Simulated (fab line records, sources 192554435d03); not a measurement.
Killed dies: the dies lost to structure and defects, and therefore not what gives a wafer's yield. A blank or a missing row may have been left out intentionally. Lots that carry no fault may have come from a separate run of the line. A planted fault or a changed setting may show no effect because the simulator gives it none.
Commonality check across tools ; flow n5-finfet ; Sampled: 7 lots, 20 wafers

WHAT PROMPTED THE OPENING
Of 7 lots, 2 have the reading COMB_M7_max_site flagged at N5_BEOL_M15_RC_MEAS_101. Wafers without a fault read 3.7e-11 S/m, standard deviation 9.9e-12.
Rule: a lot is flagged in two cases, either no wafer of it has a number, or all its wafers with numbers fall more than 4 standard deviations from that mean. The rest of the lots are taken to be sound.

lot;measured;on;COMB_M7_max_site (S/m), wafer by wafer;flag
L128;day 16 14:02;prober-01;3.4e-11 3.7e-11 5.6e-11;
L132;day 17 06:29;prober-01;4.3e-11 2.7e-11 4.3e-11;
L136;day 17 08:45;prober-01;3.8e-11 4.1e-11 3.3e-11;
L133;day 17 16:31;prober-02;3.3e-11 5.1e-11;
L138;day 17 19:54;prober-02;1.77e-10 2.57e-10 1.65e-10;FLAGGED
L143;day 19 09:42;prober-01;3.5e-10 2.54e-10 2.34e-10;FLAGGED
L148;day 21 03:32;prober-01;3.7e-11 3.2e-11 4.9e-11;
The numbers of the flagged lots are 2.4e-10 S/m on average: +2.0e-10 S/m against the usual, or +20 standard deviations.

EACH LOT AND THE TOOL IT RAN ON
4 process steps preceding the reading are held in the record, out of 1938 steps in the route. Each cell gives the tool, then ch followed by the chambers the sampled wafers passed through, then the start.
lot;flag;N5_BEOL_M7_ALD_77;N5_BEOL_M15_STRIP_37;N5_BEOL_M15_PRE_CLEAN_42;N5_BEOL_M15_SPUTTER_44
L128;;ald-metal-03 ch 0,1,3, day 13 16:59;rie-diel-03 ch 0,3, day 16 12:40 or earlier;pvd-sputter-03, day 16 12:40;pvd-sputter-03, day 16 12:47
L132;;ald-metal-03 ch 1,2,3, day 13 19:45;rie-diel-03 ch 0,1,3, day 17 04:59 or earlier;pvd-sputter-02, day 17 04:59;pvd-sputter-02, day 17 05:06
L136;;ald-metal-03 ch 1,2,3, day 15 01:09;rie-diel-03 ch 0,1,3, day 17 07:06 or earlier;pvd-sputter-01, day 17 07:06;pvd-sputter-01, day 17 07:13
L133;;ald-metal-01 ch 2,3, day 14 21:29;rie-diel-02 ch 0,1, day 17 14:40 or earlier;pvd-sputter-01, day 17 14:40;pvd-sputter-01, day 17 14:47
L138;FLAGGED;ald-metal-03 ch 2,3, day 15 07:25;rie-diel-03 ch 0,2, day 17 18:23 or earlier;pvd-sputter-02, day 17 18:23;pvd-sputter-02, day 17 18:31
L143;FLAGGED;ald-metal-03 ch 0,1, day 17 01:40;rie-diel-02 ch 0,1,2, day 19 08:11 or earlier;pvd-sputter-03, day 19 08:11;pvd-sputter-03, day 19 08:18
L148;;ald-metal-01 ch 0,2, day 18 11:04;rie-diel-06 ch 0,1,2, day 21 02:13 or earlier;pvd-sputter-03, day 21 02:13;pvd-sputter-03, day 21 02:20
What these steps do:
- N5_BEOL_M7_ALD_77: deposits TaN, target thk 2 nm, pulse time 2 s, purge time 3 s.
- N5_BEOL_M15_STRIP_37: strips in O2.
- N5_BEOL_M15_PRE_CLEAN_42: time 30 s.
- N5_BEOL_M15_SPUTTER_44: material Ta, target thk 15 nm, time 24.19 s.
- N5_BEOL_M15_RC_MEAS_101

FLAGGED OVER TOTAL, TOOL BY TOOL (the gauges that took the reading come last)
step;tool;lots run;flagged;share of the flagged lots;sound lots run after its first flagged lot
N5_BEOL_M7_ALD_77;ald-metal-01;2;0;none;-
N5_BEOL_M7_ALD_77;ald-metal-03;5;2;all;0
N5_BEOL_M15_STRIP_37;rie-diel-02;2;1;some;0
N5_BEOL_M15_STRIP_37;rie-diel-03;4;1;some;0
N5_BEOL_M15_STRIP_37;rie-diel-06;1;0;none;-
N5_BEOL_M15_PRE_CLEAN_42;pvd-sputter-01;2;0;none;-
N5_BEOL_M15_PRE_CLEAN_42;pvd-sputter-02;2;1;some;0
N5_BEOL_M15_PRE_CLEAN_42;pvd-sputter-03;3;1;some;1 (L148)
N5_BEOL_M15_SPUTTER_44;pvd-sputter-01;2;0;none;-
N5_BEOL_M15_SPUTTER_44;pvd-sputter-02;2;1;some;0
N5_BEOL_M15_SPUTTER_44;pvd-sputter-03;3;1;some;1 (L148)
N5_BEOL_M15_RC_MEAS_101;prober-01;5;1;some;1 (L148)
N5_BEOL_M15_RC_MEAS_101;prober-02;2;1;some;0
With no start given for some of its lots, N5_BEOL_M15_STRIP_37 uses the hours and lot order of N5_BEOL_M15_PRE_CLEAN_42.

WHAT THE TABLE ALLOWS
In the table, 1 row covers all flagged lots: ald-metal-03 at N5_BEOL_M7_ALD_77.
- ald-metal-03 at N5_BEOL_M7_ALD_77: 2 of its 5 lots flagged. A fault beginning between L136 (day 15 01:09), its last sound lot, and L138 (day 15 07:25), its first flagged one, fits the data.
ald-metal-03 at N5_BEOL_M7_ALD_77 is the single tool remaining.

WHAT THE SIMULATOR HAD PUT IN
Site profile drift: ald-metal-03, from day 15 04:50 on, at N5_BEOL_M7_ALD_77. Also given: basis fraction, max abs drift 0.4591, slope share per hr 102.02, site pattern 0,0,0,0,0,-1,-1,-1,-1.
Shown lots that were struck: L138, L143. The rule above reached the same finding.
